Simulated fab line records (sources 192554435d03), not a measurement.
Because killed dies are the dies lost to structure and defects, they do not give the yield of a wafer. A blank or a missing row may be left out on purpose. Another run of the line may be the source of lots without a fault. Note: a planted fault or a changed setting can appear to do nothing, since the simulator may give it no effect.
Problem report in the 8D (eight disciplines) form, filled by code ; flow n5 finfet ; the parts of the form that need people (team, actions taken, sign-off) are left out

== 1. PROBLEM STATEMENT ==
At N5_STI_FIN_REVEAL_FIN_H_MEAS_10, trench depth nm averages 43.1 nm over 4 wafers from 2 lots, while fault-free wafers read 51.9 nm, standard deviation 0.7. Measured from the usual mean, that is -13 standard deviations.
The first sign was on wafer L277.1 at day 6 20:28, on ocd-02. The record holds 26 wafers of 9 lots with a number at this step. The rule behind "out" and "out of limits": a value lying over 4 standard deviations away from the usual mean. All remaining wafers that have a number are taken as sound.

== 2. WHAT IT IS, WHAT IT ISN'T ==
question;is;is not
which readings at this step;trench depth nm;-
which lots;L277, L279;L262, L265, L267, L268, L270, L282, L283
which wafers of those lots;L277.1, L277.2, L279.1, L279.2;L277.6
read on which gauges;ocd-01, ocd-02;-
when;from day 6 20:28;"up to then (16 sound wafers); but 6 sound wafers of L282, L283 came after"

== 3. SUSPECTS, AND WHAT RULES EACH OUT ==
Counting: a tool at a process step up to the reading stays a suspect if it ran every lot that is out. Sound lots after the first of them don't rule it out here, since some wafers of a struck lot are sound.
- the gauge at N5_STI_FIN_REVEAL_FIN_H_MEAS_10 has been ruled out. 2 gauges (ocd-01, ocd-02) read the wafers that are out.
- rie diel-03 at N5_STI_FIN_REVEAL_ETCHBACK_08 (etches SiO2 in C4F6/O2, target depth 30.5 nm, time 10.167 s): kept. Ran every lot that is out, first one L277 (day 6 17:20); last sound lot up to then L268 (day 4 12:42).
- vapor etch-02 at N5_STI_FIN_REVEAL_RECESS_09 (chemistry HF/NH3, target SiO2, afs cycles 11, target depth 42.5 nm, sublimation time 60 s): kept. Ran every lot that is out, first one L277 (day 6 17:36); last sound lot up to then L270 (day 5 00:28).
The count leaves vapor etch-02 at N5_STI_FIN_REVEAL_RECESS_09 and rie diel-03 at N5_STI_FIN_REVEAL_ETCHBACK_08.

== 4. THE CAUSE (what the simulator had put in) ==
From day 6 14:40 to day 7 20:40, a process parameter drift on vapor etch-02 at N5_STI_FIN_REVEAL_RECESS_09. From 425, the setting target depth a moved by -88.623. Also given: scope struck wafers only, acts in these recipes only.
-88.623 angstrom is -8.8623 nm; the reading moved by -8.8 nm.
After counting, 2 suspects remain, this tool included.

== 5. THE EFFECT CHAIN, in route order ==
Each row: a reading whose mean over the struck wafers that have a number lies more than 3 standard deviations from the usual. Only readings whose record carries a usual standard deviation are examined. hours: median over the lots of the time between each lot's start at the first step of this table that gives one and its start at this step. sigmas: the change, counted in usual standard deviations.
hours;step;reading;usual;on struck wafers;change;sigmas
0;N5_STI_FIN_REVEAL_FIN_H_MEAS_10;trench depth nm;51.9 nm;43.1;-8.8;-13
185;N5_BEOL_M4_RC_MEAS_101;DIBL_N;36.6 mV/V;102.7;+66.1;+60
185;N5_BEOL_M4_RC_MEAS_101;DIBL_P;36.7 mV/V;80.3;+43.6;+29
185;N5_BEOL_M4_RC_MEAS_101;IOFF_N;0.155 nA/um;19.919;+19.764;+99 or more
185;N5_BEOL_M4_RC_MEAS_101;IOFF_N_85C;3.0 nA/um;179.0;+176.0;+99 or more
185;N5_BEOL_M4_RC_MEAS_101;IOFF_N_LIN;0.072 nA/um;0.326;+0.254;+34
185;N5_BEOL_M4_RC_MEAS_101;IOFF_P;0.208 nA/um;16.450;+16.242;+99 or more
185;N5_BEOL_M4_RC_MEAS_101;IOFF_P_85C;3.6 nA/um;136.0;+132.4;+99 or more
185;N5_BEOL_M4_RC_MEAS_101;IOFF_P_LIN;0.099 nA/um;0.414;+0.315;+29
185;N5_BEOL_M4_RC_MEAS_101;ION_N;673 uA/um;589;-84;-9.8
185;N5_BEOL_M4_RC_MEAS_101;ION_P;462 uA/um;400;-62;-11
185;N5_BEOL_M4_RC_MEAS_101;REXT_N;75.9 ohm.um;81.7;+5.8;+3.4
185;N5_BEOL_M4_RC_MEAS_101;SS_N;71.6 mV/dec;147.9;+76.3;+99 or more
185;N5_BEOL_M4_RC_MEAS_101;SS_P;73.5 mV/dec;131.4;+57.9;+99 or more
294;N5_PASSIVATION_PROBE_49;sort n pass;1076;0;-1076;-63
294;N5_PASSIVATION_PROBE_49;sort yield pct;91.2 %;0.0;-91.2;-65
The process steps in it:
- N5_PASSIVATION_PROBE_49
Later steps that measure or inspect, where all struck wafers having a row at the step show a number for every such reading and not one has moved that far: N5_DUMMY_GATE_THK_MEAS_05.

== 6. HOW IT WOULD HAVE BEEN CAUGHT EARLIER ==
In this record the first reading out of limits at a measuring or inspecting step was taken at day 6 20:28, 6 hours after the fault began at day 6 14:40.
An alarm limit of 4 standard deviations would not have fired on the tool readings at N5_STI_FIN_REVEAL_RECESS_09 for which the record gives a usual standard deviation, since none of them was out on any struck wafer.
L279, from the lots that are out (2), started N5_STI_FIN_REVEAL_RECESS_09 on vapor etch-02 later than day 6 20:28. A hold on the tool at that time would have spared it.
